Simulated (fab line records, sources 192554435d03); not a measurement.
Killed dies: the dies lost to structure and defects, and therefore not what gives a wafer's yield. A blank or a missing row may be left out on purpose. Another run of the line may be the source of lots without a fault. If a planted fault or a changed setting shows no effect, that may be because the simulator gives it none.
Chamber matching || flow n5-finfet || rie-diel-01 running N5_BEOL_M10_STRIP_67: 4 sister chambers
The step strips in CF4. 4 wafers are shown with their chamber, then 12 later ones without.

WAFERS PAIRED WITH THEIR CHAMBERS
{"wafer": "L083.5", "chamber": 0, "drypump-motor-current-A (A)": 6.0}
{"wafer": "L085.3", "chamber": 3, "drypump-motor-current-A (A)": 5.3}
{"wafer": "L088.5", "chamber": 2, "drypump-motor-current-A (A)": 5.9}
{"wafer": "L088.6", "chamber": 1, "drypump-motor-current-A (A)": 6.0}

WAFERS WITHOUT THEIR CHAMBER
{"wafer": "L090.1", "drypump-motor-current-A (A)": 5.3}
{"wafer": "L090.4", "drypump-motor-current-A (A)": 5.3}
{"wafer": "L090.5", "drypump-motor-current-A (A)": 6.1}
{"wafer": "L091.1", "drypump-motor-current-A (A)": 5.3}
{"wafer": "L091.4", "drypump-motor-current-A (A)": 6.0}
{"wafer": "L091.5", "drypump-motor-current-A (A)": 5.9}
{"wafer": "L095.3", "drypump-motor-current-A (A)": 6.0}
{"wafer": "L095.5", "drypump-motor-current-A (A)": 6.1}
{"wafer": "L095.6", "drypump-motor-current-A (A)": 5.9}
{"wafer": "L096.3", "drypump-motor-current-A (A)": 6.0}
{"wafer": "L096.4", "drypump-motor-current-A (A)": 5.3}
{"wafer": "L096.5", "drypump-motor-current-A (A)": 6.1}

WHICH CHAMBER EACH ONE RAN IN
{"wafer": "L090.1", "from the rows above": 3, "in truth": 3}
{"wafer": "L090.4", "from the rows above": 3, "in truth": 3}
{"wafer": "L090.5", "from the rows above": "can't be placed: 0 or 1", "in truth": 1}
{"wafer": "L091.1", "from the rows above": 3, "in truth": 3}
{"wafer": "L091.4", "from the rows above": "can't be placed: 0 or 1", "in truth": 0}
{"wafer": "L091.5", "from the rows above": 2, "in truth": 2}
{"wafer": "L095.3", "from the rows above": "can't be placed: 0 or 1", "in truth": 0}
{"wafer": "L095.5", "from the rows above": "can't be placed: 0 or 1", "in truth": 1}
{"wafer": "L095.6", "from the rows above": 2, "in truth": 2}
{"wafer": "L096.3", "from the rows above": "can't be placed: 0 or 1", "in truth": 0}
{"wafer": "L096.4", "from the rows above": 3, "in truth": 3}
{"wafer": "L096.5", "from the rows above": "can't be placed: 0 or 1", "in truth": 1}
6 of 12 placed correctly. From these rows, 6 cannot be placed; in 6 the true chamber is one of the candidates. 0 placed wrongly.
How it was worked out, from the rows above alone: a wafer's distance from a chamber is the root of the sum, over the readings, of the square of ((its reading less the chamber's mean) divided by the reading's scatter). The wafer belongs to the nearest chamber; if the next one is less than 2 further off, it can't be placed. Each chamber's mean is taken over the wafers shown for it. The scatter (one wafer shown for each chamber): square how far every hidden wafer sits from the nearest shown wafer, average those squares and take the square root.
